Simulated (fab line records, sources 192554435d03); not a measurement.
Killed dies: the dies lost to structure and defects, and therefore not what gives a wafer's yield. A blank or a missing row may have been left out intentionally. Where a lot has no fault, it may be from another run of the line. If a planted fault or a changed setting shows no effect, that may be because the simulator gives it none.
fab line records | flow n5_finfet
record: lots: 7 wafers: 39
route steps=1938 shown BEOL_M4@1040 BEOL_M5@1157 BEOL_M7@1267 BEOL_M10@1524 BEOL_M12@1649 BEOL_M13@1705
start_h: the number of hours between the record's first day and the start of the first shown wafer of the lot | wait_h: how many hours have passed since the lot's step before this one | " identical to the entry in the row above | L1.1+2: one row covering several wafers at once | - no value, or no start given | * or withheld: withheld | < > ~ a bound
route shown NAME@n: NAME is a module with steps in the file, n the number in the route of the first one | usual: mean/standard deviation of fault-free wafers | same: alike in all rows | chamber/n: place in a boat | sites: each site's reading | _std_site: the values' standard deviation | _edge_site: mean of outer sites minus mean of inner sites | radius_mm: how far each site lies from the wafer's centre | mask NAME#n: copy n | behind: tool/chamber where the wafer was last shaped | hold: cause of the lot's hold/its duration in hours/its outcome | device: names the non-switching transistor (n, p or np) | end of line: at the end of the route, the tests of the same wafers | a step without rows: its recipe alone | killed: dies that structure and defects cost at the first sort, which is not the same as the wafer's yield | map: shows each die of a wafer: x if killed, . if not, _ if none is there
set.NAME: the run value of the setting; set.NAME@STEP: its run value at that earlier step | model.NAME: the simulator's own value behind a step, which no gauge read
one table per step and one row per wafer, for lots whose settings were changed on purpose
== steps ==
step: N5_BEOL_M4_ETCH_64
recipe: chemistry: N2/H2 target: SOC target_depth_a: 750 overetch_a: 225 mask_material: SiARC temp_c: 40 time_s: 121.9 ion_energy_ev: 200 pressure_mtorr: 30 source_w: 840 bias_w: 150 n2_flow_sccm: 200 h2_flow_sccm: 200
columns lot.wafer tool chamber start_h wait_h set.time_s model.SiARC_of_BEOL_M4_COAT_62.thk_nm
L074.1+2+3+5 rie_diel-06 1,2,3,1 165.38 0.0 121.9 6.4
L074.4+6 " 0,2 " " 121.9 6.2
L078.1+5 rie_diel-06 0 197.69 0.0 121.9 6.2
L078.2+4+6 " 2,1,1 " " 121.9 6.4
L078.3 " 3 " " 121.9 6.6
L091.1+4 rie_diel-06 0,1 280.79 0.0 121.9 6.4
L091.2 " 3 " " 164.2 4.6
L091.3+5 " 2,0 " " 164.2 4.4
L091.6 " 3 " " 121.9 6.6
L090.1+3+6 rie_diel-06 1,2,0 281.84 0.0 95.47 7.6
L090.2 " 0 " " 121.9 6.4
L090.4+5 " 3 " " 121.9 6.6
L095.1 rie_diel-02 1 304.60 0.0 140.2 5.8
L095.2 " 0 " " 121.9 6.4
L095.3+6 " 3 " " 140.2 5.4
L095.4+5 " 2 " " 121.9 6.6
L094.2+4+6 rie_diel-06 0,1,2 315.75 0.0 121.9 6.4
L097.1+3+6 rie_diel-05 1,2,2 325.69 0.0 148.7 5.2
L097.2 " 0 " " 121.9 6.6
L097.4 " 3 " " 121.9 6.2
L097.5 " 3 " " 121.9 6.4
step: N5_BEOL_M4_STRIP_65
recipe: chemistry: N2/H2 temp_c: 40 n2_flow_sccm: 200 h2_flow_sccm: 200 rf_frequency_hz: 6e+07
step: N5_BEOL_M4_STRIP_75
recipe: chemistry: N2/H2 temp_c: 40 n2_flow_sccm: 200 h2_flow_sccm: 200 rf_frequency_hz: 6e+07
step: N5_BEOL_M4_STRIP_66
recipe: chemistry: CF4 resist: SiARC power_w: 300 bias_power_w: 75 pressure_mtorr: 50 cf4_flow_sccm: 150 rf_frequency_hz: 6e+07
step: N5_BEOL_M4_HM_OPEN_17
recipe: chemistry: Cl2/BCl3 target_depth_a: 200 overetch_a: 60 target: TiN mask_material: SOC ion_energy_ev: 150 pressure_mtorr: 10 icp_w: 1000 bias_w: 126 Cl2_flow_sccm: 53.25 bcl3_flow_sccm: 21.75 Ar_flow_sccm: 25
columns lot.wafer tool chamber start_h wait_h set.time_s@BEOL_M4_ETCH_64 model.etch.depth_nm
L074.1 rie_metal-03 0 165.55 0.0 121.9 20.25
L074.2 " 0 " " 121.9 20.11
L074.3 " 0 " " 121.9 20.66
L074.4 " 0 " " 121.9 20.39
L074.5 " 0 " " 121.9 20.23
L074.6 " 0 " " 121.9 20.5
L078.1 rie_metal-02 0 197.87 0.0 121.9 19.75
L078.2 " 1 " " 121.9 19.89
L078.3 " 1 " " 121.9 19.94
L078.4 " 0 " " 121.9 19.72
L078.5 " 0 " " 121.9 19.81
L078.6 " 1 " " 121.9 19.65
L091.1 rie_metal-02 1 280.96 0.0 121.9 20.05
L091.2 " 0 " " 164.2 16.35
L091.3 " 1 " " 164.2 16.49
L091.4 " 0 " " 121.9 20.33
L091.5 " 1 " " 164.2 16.21
L091.6 " 0 " " 121.9 20.27
L090.1 rie_metal-02 1 282.01 0.0 95.47 20.41
L090.2 " 0 " " 121.9 20.04
L090.3 " 1 " " 95.47 19.97
L090.4 " 0 " " 121.9 20.03
L090.5 " 1 " " 121.9 20.01
L090.6 " 0 " " 95.47 20.36
L095.1 rie_metal-02 1 304.77 0.0 140.2 18.4
L095.2 " 1 " " 121.9 20.01
L095.3 " 1 " " 140.2 18.22
L095.4 " 1 " " 121.9 20.02
L095.5 " 1 " " 121.9 20.21
L095.6 " 1 " " 140.2 18.32
L094.2 rie_metal-03 0 315.92 0.0 121.9 20.18
L094.4 " 0 " " 121.9 20.01
L094.6 " 1 " " 121.9 19.74
L097.1 rie_metal-02 0 325.86 0.0 148.7 17.05
L097.2 " 1 " " 121.9 19.82
L097.3 " 0 " " 148.7 16.93
L097.4 " 1 " " 121.9 19.75
L097.5 " 0 " " 121.9 19.55
L097.6 " 1 " " 148.7 17.34
step: N5_BEOL_M5_VIA_ETCH_34
recipe: chemistry: C4F6/O2 target: SiCOH_lowk target_depth_a: 883 mask_material: SOC taper_deg: 4 time_s: 39.2 ion_energy_ev: 250 pressure_mtorr: 30 source_w: 345 bias_w: 185 Ar_flow_sccm: 300 C4F6_flow_sccm: 10 O2_flow_sccm: 10
columns lot.wafer tool chamber start_h wait_h set.target_depth_a model.etch.depth_nm model.SOC_of_BEOL_M5_COAT_65.thk_nm
L074.1 rie_diel-04 0 204.80 0.0 883 87.57 55.8
L074.2 " 1 " " 1140 114.1 54.4
L074.3 " 3 " " 1140 113.7 54.6
L074.4 " 0 " " 883 87.79 56
L074.5 " 3 " " 883 87.9 56
L074.6 " 1 " " 1140 113 54.6
L078.1 rie_diel-03 2 224.94 0.0 1182 115.4 54.8
L078.2 " 0 " " 883 88.76 55.8
L078.3 " 1 " " 1182 115.5 54.8
L078.4 " 3 " " 883 91.3 56
L078.5 " 1 " " 1182 117.7 54.4
L078.6 " 2 " " 883 86.09 56.2
L091.1 rie_diel-03 0 296.58 0.0 883 86.12 56
L091.2 " 3 " " 715.8 73.73 56.6
L091.3 " 2 " " 715.8 68.41 57
L091.4 " 0 " " 715.8 70.38 56.6
L091.5 " 2 " " 883 84.37 56.2
L091.6 " 3 " " 883 89.6 55.8
L090.1 rie_diel-03 1 310.96 0.0 1240 119.7 54.4
L090.2 " 3 " " 883 90.31 56
L090.3 " 0 " " 883 87.1 56
L090.4 " 2 " " 1240 119.9 54.4
L090.5 " 2 " " 1240 120.8 54.4
L090.6 " 3 " " 883 90.5 55.8
L095.1 rie_diel-03 3 323.97 0.0 564.5 58.24 57
L095.2 " 1 " " 883 84.94 55.8
L095.3 " 0 " " 883 86.4 56
L095.4 " 2 " " 564.5 54.41 57.2
L095.5 " 1 " " 883 85.01 56.2
L095.6 " 0 " " 564.5 55.25 57.4
L094.2 rie_diel-04 1 333.19 0.0 883 86.57 56.2
L094.4 " 3 " " 883 88.09 56
L094.6 " 2 " " 883 90 55.8
L097.1 rie_diel-04 1 352.05 0.0 883 84.64 56
L097.2 " 0 " " 883 89.71 55.8
L097.3 " 2 " " 883 87.95 56
L097.4 " 3 " " 883 87.31 55.8
L097.5 " 0 " " 883 89.79 55.8
L097.6 " 3 " " 883 87.62 56
step: N5_BEOL_M7_HM_DEP_02
recipe: material: TiN target_thk_a: 200 temp_c: 25 chamber_pressure_pa: 0.49996
columns lot.wafer tool chamber start_h wait_h set.target_thk_a model.TiN_of_BEOL_M7_HM_DEP_02.thk_nm
L074.1 pvd_sputter-03 - 225.16 0.7 200 20.4
L074.2+3+5 " - " " 200 20
L074.4+6 " - " " 200 19.8
L078.1+4 pvd_sputter-02 - 244.37 1.9 200 20.2
L078.2 " - " " 200 20
L078.3+6 " - " " 135.5 13.6
L078.5 " - " " 135.5 13.8
L091.1+2+6 pvd_sputter-03 - 313.75 0.7 200 20
L091.3 " - " " 200 20.4
L091.4+5 " - " " 200 20.2
L090.1+2+6 pvd_sputter-01 - 330.21 1.3 235.8 23.6
L090.3+5 " - " " 200 20
L090.4 " - " " 200 19.6
L095.1 pvd_sputter-03 - 342.17 0.9 126.4 12.8
L095.2 " - " " 200 19.8
L095.3+6 " - " " 200 20
L095.4 " - " " 126.4 12.6
L095.5 " - " " 126.4 13
L094.2+4+6 pvd_sputter-01 - 352.97 1.9 200 20
L097.1+3+5 pvd_sputter-02 - 373.33 3.3 299.9 30
L097.2 " - " " 200 19.8
L097.4+6 " - " " 200 20
step: N5_BEOL_M7_COAT_59
recipe: resist: SOC temp_c: 250 time_s: 60 spin_rpm: 1500 resist_thk_nm: 100
step: N5_BEOL_M7_COAT_60
recipe: resist: SiARC temp_c: 220 time_s: 60 spin_rpm: 1500 resist_thk_nm: 35
step: N5_BEOL_M7_STRIP_68
recipe: chemistry: N2/H2 temp_c: 40 n2_flow_sccm: 200 h2_flow_sccm: 200 rf_frequency_hz: 6e+07
step: N5_BEOL_M7_STRIP_67
recipe: chemistry: CF4 resist: SiARC power_w: 300 bias_power_w: 75 pressure_mtorr: 50 cf4_flow_sccm: 150 rf_frequency_hz: 6e+07
step: N5_BEOL_M7_HM_OPEN_17
recipe: chemistry: Cl2/BCl3 target_depth_a: 200 overetch_a: 60 target: TiN mask_material: SOC ion_energy_ev: 150 pressure_mtorr: 10 icp_w: 1000 bias_w: 126 Cl2_flow_sccm: 53.25 bcl3_flow_sccm: 21.75 Ar_flow_sccm: 25
columns lot.wafer tool chamber start_h wait_h set.target_thk_a@BEOL_M7_HM_DEP_02 model.etch.depth_nm
L074.1 rie_metal-03 0 225.93 0.0 200 20.31
L074.2 " 1 " " 200 19.9
L074.3+5 " 1,0 " " 200 20.06
L074.4 " 0 " " 200 19.87
L074.6 " 1 " " 200 19.83
L078.1 rie_metal-02 0 245.58 0.0 200 20.29
L078.2 " 1 " " 200 19.97
L078.3 " 1 " " 135.5 13.52
L078.4 " 0 " " 200 20.25
L078.5 " 1 " " 135.5 13.87
L078.6 " 0 " " 135.5 13.67
L091.1 rie_metal-02 0 315.54 0.0 200 20
L091.2 " 1 " " 200 20.02
L091.3 " 0 " " 200 20.31
L091.4 " 1 " " 200 20.25
L091.5 " 1 " " 200 20.2
L091.6 " 0 " " 200 19.97
L090.1 rie_metal-02 1 331.07 0.0 235.8 23.63
L090.2 " 0 " " 235.8 23.56
L090.3 " 0 " " 200 19.92
L090.4 " 1 " " 200 19.69
L090.5 " 0 " " 200 19.93
L090.6 " 1 " " 235.8 23.62
L095.1 rie_metal-02 0 343.17 0.0 126.4 12.81
L095.2 " 1 " " 200 19.74
L095.3 " 1 " " 200 19.92
L095.4 " 0 " " 126.4 12.66
L095.5 " 0 " " 126.4 12.96
L095.6 " 1 " " 200 20
L094.2 rie_metal-03 0 353.71 0.0 200 19.97
L094.4 " 1 " " 200 20.05
L094.6 " 0 " " 200 20.06
L097.1 rie_metal-02 1 374.28 0.0 299.9 25.53
L097.2 " 0 " " 200 19.87
L097.3 " 0 " " 299.9 25.52
L097.4 " 1 " " 200 20.06
L097.5 " 1 " " 299.9 25.66
L097.6 " 0 " " 200 19.91
step: N5_BEOL_M7_STRIP_19
recipe: chemistry: O2 power_w: 400 temp_c: 40 pressure_mtorr: 30 rf_frequency_hz: 6e+07 bias_power_w: 0 overash_fraction: 0.2 o2_flow_sccm: 225
step: N5_BEOL_M7_ETCH_41
recipe: chemistry: CH3F/O2 target: SiCN target_depth_a: 319 taper_deg: 2 time_s: 57.8 ion_energy_ev: 120 mask_material: TiN pressure_mtorr: 30 source_w: 395 bias_w: 75 Ar_flow_sccm: 150 CH3F_flow_sccm: 30 O2_flow_sccm: 20
step: N5_BEOL_M7_STRIP_80
recipe: chemistry: N2/H2 time_s: 10 power_w: 450 temp_c: 40 pressure_mtorr: 20 rf_frequency_hz: 6e+07 bias_power_w: 7 n2_flow_sccm: 200 h2_flow_sccm: 200
step: N5_BEOL_M7_OCD_MEAS_38
usual: trench_depth_nm: 93.0/2.1
columns lot.wafer tool chamber start_h wait_h set.target_thk_a@BEOL_M7_HM_DEP_02 trench_depth_nm
L074.1 ocd-02 - 228.04 - 200 96.4
L074.2 " - " " 200 92.7
L074.3 " - " " 200 94.1
L074.4 " - " " 200 90.6
L074.5 " - " " 200 96.6
L074.6 " - " " 200 94.2
L078.1 ocd-01 - 247.80 - 200 91.0
L078.2 " - " " 200 89.9
L078.3 " - " " 135.5 95.8
L078.4 " - " " 200 92.8
L078.5 " - " " 135.5 92.2
L078.6 " - " " 135.5 96.9
L091.1 ocd-02 - 317.03 - 200 90.3
L091.2 " - " " 200 -
L091.3 " - " " 200 93.9
L091.4 " - " " 200 96.0
L091.5 " - " " 200 -
L091.6 " - " " 200 -
L090.1 ocd-02 - 333.50 - 235.8 96.0
L090.2 " - " " 235.8 92.5
L090.3 " - " " 200 90.7
L090.4 " - " " 200 91.3
L090.5 " - " " 200 92.0
L090.6 " - " " 235.8 96.6
L095.1 ocd-02 - 345.19 - 126.4 94.1
L095.2 " - " " 200 90.3
L095.3 " - " " 200 90.3
L095.4 " - " " 126.4 90.0
L095.5 " - " " 126.4 89.1
L095.6 " - " " 200 94.0
L094.2 ocd-01 - 354.92 - 200 92.9
L094.4 " - " " 200 90.1
L094.6 " - " " 200 92.8
L097.1 ocd-02 - 379.15 - 299.9 2.9
L097.2 " - " " 200 95.1
L097.3 " - " " 299.9 2.6
L097.4 " - " " 200 92.8
L097.5 " - " " 299.9 3.7
L097.6 " - " " 200 89.9
step: N5_BEOL_M10_ALD_74
recipe: material: TaN target_thk_a: 20 temp_c: 275 ald_precursor_family: PDMAT ald_co_reactant: NH3 pressure_torr: 3 carrier_flow_sccm: 1500 pulse_time_s: 2 purge_time_s: 3 co_reactant_purge_time_s: 2 co_reactant_pulse_time_s: 3 ald_cycles: 40 precursor_vessel_temp_c: 75 precursor_vessel_pressure_torr: 26.25 precursor_vessel_carrier_sccm: 1000
columns lot.wafer tool chamber start_h wait_h set.ald_cycles model.TaN_of_BEOL_M10_ALD_74.thk_nm
L074.1+2+5 ald_metal-04 0,2,2 255.69 0.1 40 2
L074.3+4+6 " 1,3,3 " " 59 3
L078.1+2+3+4+5+6 ald_metal-04 1,0,3,2,0,1 277.56 0.0 40 2
L091.1+2+3+4+5+6 ald_metal-02 1,2,0,3,1,0 342.83 0.0 40 2
L090.1+3+5 ald_metal-03 1,3,2 356.37 0.1 17 0.8
L090.2+4+6 " 0,2,3 " " 40 2
L095.1+3+4 ald_metal-03 0,2,1 379.47 0.0 25 1.2
L095.2+5+6 " 3,2,1 " " 40 2
L094.2+4+6 ald_metal-02 0,3,1 386.52 0.0 40 2
L097.1+3+4 ald_metal-04 2,0,0 403.94 0.1 40 2
L097.2+5+6 " 1,2,1 " " 21 1
step: N5_BEOL_M12_SPUTTER_44
recipe: material: Ta target_thk_a: 100 temp_c: 50 bias_v: 80 power_w: 15000 chamber_pressure_pa: 0.07 time_s: 16.13
columns lot.wafer tool chamber start_h wait_h set.time_s model.Ta_of_BEOL_M12_SPUTTER_44.thk_nm
L074.1+2 pvd_sputter-02 - 268.91 0.0 7.168 4.4
L074.3 " - " " 7.168 4.2
L074.4+5 " - " " 16.13 9.8
L074.6 " - " " 16.13 10
L078.1+2+6 pvd_sputter-01 - 297.49 0.0 12.35 7.6
L078.3+5 " - " " 16.13 10
L078.4 " - " " 16.13 9.8
L091.1+4 pvd_sputter-01 - 358.61 0.0 16.13 10.2
L091.2 " - " " 16.13 10
L091.3+5+6 " - " " 23.49 14.6
L090.1+5 pvd_sputter-01 - 375.03 0.0 10.35 6.8
L090.2+4 " - " " 16.13 10.2
L090.3 " - " " 16.13 10.4
L090.6 " - " " 10.35 6.6
L095.1+4 pvd_sputter-01 - 395.17 0.0 23.25 14.4
L095.2 " - " " 23.25 14.2
L095.3 " - " " 16.13 9.8
L095.5+6 " - " " 16.13 10
L094.2+6 pvd_sputter-02 - 404.16 0.0 16.13 10
L094.4 " - " " 16.13 9.8
L097.1+3+4+5+6 pvd_sputter-01 - 418.78 0.0 16.13 10.2
L097.2 " - " " 16.13 10
step: N5_BEOL_M12_SPUTTER_45
recipe: material: Cu target_thk_a: 800 temp_c: -20 bias_v: 60 power_w: 26000 chamber_pressure_pa: 0.13 time_s: 13.33
step: N5_BEOL_M12_ECD_47
recipe: material: Cu target_thk_a: 7200
step: N5_BEOL_M12_ANNEAL_48
recipe: temp_c: 225 time_s: 90 ambient: N2
step: N5_BEOL_M12_CMP_49
recipe: stop_on: SiOC t_overpolish_s: 20.6 down_force_psi: 1 platen_rpm: 50 clearing_platen_down_force_psi: 1.5 clearing_platen_rpm: 50 post_cmp_clean: cu_alkaline target_thk_nm: 320 clearing_platen_pad_velocity_m_s: 0.99484 pad_velocity_m_s: 0.99484
usual: barrier_field_endpoint_s: 30.4/0.72
columns lot.wafer tool chamber start_h wait_h set.time_s@BEOL_M12_SPUTTER_44 barrier_field_endpoint_s
L074.4 cmp-04 0 269.57 0.1 16.13 30.0
L074.2 " 1 " " 7.168 22.1
L074.3 " 2 " " 7.168 22.2
L074.1 " 3 " " 7.168 22.9
L074.5 " 0 " " 16.13 29.9
L074.6 " 1 " " 16.13 28.9
L078.2 cmp-03 3 299.92 0.2 12.35 26.8
L078.3 " 0 " " 16.13 31.3
L078.1 " 1 " " 12.35 27.8
L078.4 " 2 " " 16.13 31.0
L078.6 " 3 " " 12.35 27.9
L078.5 " 0 " " 16.13 30.1
L091.3 cmp-01 0 359.35 0.2 23.49 34.8
L091.1 " 1 " " 16.13 29.0
L091.2 " 2 " " 16.13 29.8
L091.4 " 3 " " 16.13 30.4
L091.5 " 0 " " 23.49 34.1
L091.6 " 1 " " 23.49 35.1
L090.4 cmp-01 0 376.33 0.1 16.13 29.6
L090.3 " 1 " " 16.13 30.4
L090.1 " 2 " " 10.35 26.1
L090.2 " 3 " " 16.13 30.9
L090.5 " 0 " " 10.35 25.8
L090.6 " 1 " " 10.35 25.1
L095.1 cmp-04 3 396.34 0.3 23.25 34.5
L095.2 " 0 " " 23.25 34.5
L095.3 " 1 " " 16.13 29.1
L095.4 " 2 " " 23.25 34.8
L095.6 " 3 " " 16.13 29.9
L095.5 " 0 " " 16.13 30.3
L094.2 cmp-03 0 406.00 0.2 16.13 30.9
L094.4 " 2 " " 16.13 30.8
L094.6 " 1 " " 16.13 31.4
L097.2 cmp-04 0 419.42 0.2 16.13 32.0
L097.4 " 1 " " 16.13 30.8
L097.3 " 2 " " 16.13 31.3
L097.1 " 3 " " 16.13 30.5
L097.5 " 0 " " 16.13 32.1
L097.6 " 1 " " 16.13 31.3
step: N5_BEOL_M13_SPUTTER_43
recipe: material: TaN target_thk_a: 150 temp_c: 50 bias_v: 168.6 power_w: 15000 chamber_pressure_pa: 0.12 time_s: 24.19
columns lot.wafer tool chamber start_h wait_h set.target_thk_a model.TaN_of_BEOL_M13_SPUTTER_43.thk_nm
L074.1+2+3+5+6 pvd_sputter-01 - 277.16 0.0 150 15
L074.4 " - " " 150 14.8
L078.1+3+4 pvd_sputter-02 - 304.36 0.0 99.18 9.6
L078.2 " - " " 150 15
L078.5 " - " " 150 14.8
L078.6 " - " " 150 14.6
L091.1+5 pvd_sputter-02 - 365.60 0.0 150 15
L091.2+6 " - " " 188.6 18.8
L091.3 " - " " 188.6 18.6
L091.4 " - " " 150 15.2
L090.1+2 pvd_sputter-02 - 380.24 0.0 150 15
L090.3 " - " " 150 14.6
L090.4+5 " - " " 104.8 10.2
L090.6 " - " " 104.8 10.4
L095.1 pvd_sputter-03 - 403.10 0.0 150 15.4
L095.2+4+5+6 " - " " 150 15.2
L095.3 " - " " 150 15
L094.2 pvd_sputter-01 - 411.08 0.0 150 15
L094.4+6 " - " " 150 15.2
L097.1 pvd_sputter-03 - 422.98 0.0 124.8 12.8
L097.2 " - " " 124.8 12.6
L097.3+5 " - " " 150 15.2
L097.4 " - " " 150 15.4
L097.6 " - " " 124.8 12.4
step: N5_BEOL_M13_SPUTTER_44
recipe: material: Ta target_thk_a: 100 temp_c: 50 bias_v: 80 power_w: 15000 chamber_pressure_pa: 0.07 time_s: 16.13
step: N5_BEOL_M13_SPUTTER_45
recipe: material: Cu target_thk_a: 800 temp_c: -20 bias_v: 60 power_w: 26000 chamber_pressure_pa: 0.13 time_s: 13.33
step: N5_BEOL_M13_ECD_47
recipe: material: Cu target_thk_a: 9360
step: N5_BEOL_M13_ANNEAL_48
recipe: temp_c: 225 time_s: 90 ambient: N2
step: N5_BEOL_M13_CMP_49
recipe: stop_on: SiOC t_overpolish_s: 17.1 down_force_psi: 1 platen_rpm: 50 clearing_platen_down_force_psi: 1.5 clearing_platen_rpm: 50 post_cmp_clean: cu_alkaline target_thk_nm: 420 clearing_platen_pad_velocity_m_s: 0.99484 pad_velocity_m_s: 0.99484
usual: barrier_field_endpoint_s: 30.3/0.68
columns lot.wafer tool chamber start_h wait_h set.target_thk_a@BEOL_M13_SPUTTER_43 barrier_field_endpoint_s
L074.3 cmp-04 0 278.00 0.2 150 31.4
L074.1 " 1 " " 150 30.3
L074.4 " 2 " " 150 29.5
L074.2 " 3 " " 150 30.5
L074.5 " 0 " " 150 31.2
L074.6 " 1 " " 150 30.5
L078.3 cmp-01 0 305.09 0.2 99.18 23.8
L078.1 " 1 " " 99.18 23.9
L078.4 " 2 " " 99.18 24.8
L078.2 " 3 " " 150 32.4
L078.6 " 0 " " 150 30.1
L078.5 " 1 " " 150 31.2
L091.4 cmp-01 2 366.42 0.1 150 29.8
L091.2 " 3 " " 188.6 35.3
L091.1 " 0 " " 150 29.2
L091.3 " 1 " " 188.6 32.6
L091.6 " 2 " " 188.6 34.9
L091.5 " 3 " " 150 30.5
L090.2 cmp-01 3 381.16 0.3 150 30.1
L090.4 " 0 " " 104.8 24.3
L090.3 " 1 " " 150 28.4
L090.1 " 2 " " 150 29.8
L090.5 " 3 " " 104.8 24.6
L090.6 " 0 " " 104.8 24.0
L095.3 cmp-02 1 403.84 0.2 150 29.9
L095.4 " 2 " " 150 30.9
L095.1 " 3 " " 150 31.3
L095.2 " 0 " " 150 30.1
L095.6 " 1 " " 150 30.3
L095.5 " 2 " " 150 30.9
L094.2 cmp-04 0 411.85 0.2 150 30.9
L094.4 " 1 " " 150 30.8
L094.6 " 3 " " 150 31.2
L097.3 cmp-04 1 423.72 0.2 150 30.5
L097.2 " 2 " " 124.8 27.4
L097.1 " 3 " " 124.8 27.8
L097.4 " 0 " " 150 31.3
L097.5 " 1 " " 150 30.4
L097.6 " 2 " " 124.8 27.4
== key ==
split: step: N5_BEOL_M4_ETCH_64 setting: time_s stated: 121.9 by: wafer
response: step: N5_BEOL_M4_ETCH_64 reading: model.SiARC_of_BEOL_M4_COAT_62.thk_nm change: -0.0562 per: 1% r: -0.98
response: step: N5_BEOL_M4_HM_OPEN_17 reading: model.etch.depth_nm shape: bent at_lowest: 20.25 at_stated: 20.03 at_highest: 16.35
split: step: N5_BEOL_M5_VIA_ETCH_34 setting: target_depth_a stated: 883 by: wafer
response: step: N5_BEOL_M5_VIA_ETCH_34 reading: model.etch.depth_nm change: +0.812 per: 1% r: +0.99
response: step: N5_BEOL_M5_VIA_ETCH_34 reading: model.SOC_of_BEOL_M5_COAT_65.thk_nm change: -0.0388 per: 1% r: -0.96
split: step: N5_BEOL_M7_HM_DEP_02 setting: target_thk_a stated: 200 by: wafer
response: step: N5_BEOL_M7_HM_DEP_02 reading: model.TiN_of_BEOL_M7_HM_DEP_02.thk_nm change: +0.2 per: 1% r: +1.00
response: step: N5_BEOL_M7_HM_OPEN_17 reading: model.etch.depth_nm change: +0.157 per: 1% r: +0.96
response: step: N5_BEOL_M7_OCD_MEAS_38 reading: trench_depth_nm shape: bent at_lowest: 91.1 at_stated: 92.5 at_highest: 3.1
split: step: N5_BEOL_M10_ALD_74 setting: ald_cycles stated: 40 by: wafer
response: step: N5_BEOL_M10_ALD_74 reading: model.TaN_of_BEOL_M10_ALD_74.thk_nm change: +0.021 per: 1% r: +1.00
split: step: N5_BEOL_M12_SPUTTER_44 setting: time_s stated: 16.13 by: wafer
response: step: N5_BEOL_M12_SPUTTER_44 reading: model.Ta_of_BEOL_M12_SPUTTER_44.thk_nm change: +0.0991 per: 1% r: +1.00
response: step: N5_BEOL_M12_CMP_49 reading: barrier_field_endpoint_s change: +0.121 per: 1% r: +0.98
split: step: N5_BEOL_M13_SPUTTER_43 setting: target_thk_a stated: 150 by: wafer
response: step: N5_BEOL_M13_SPUTTER_43 reading: model.TaN_of_BEOL_M13_SPUTTER_43.thk_nm change: +0.151 per: 1% r: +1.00
response: step: N5_BEOL_M13_CMP_49 reading: barrier_field_endpoint_s change: +0.187 per: 1% r: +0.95
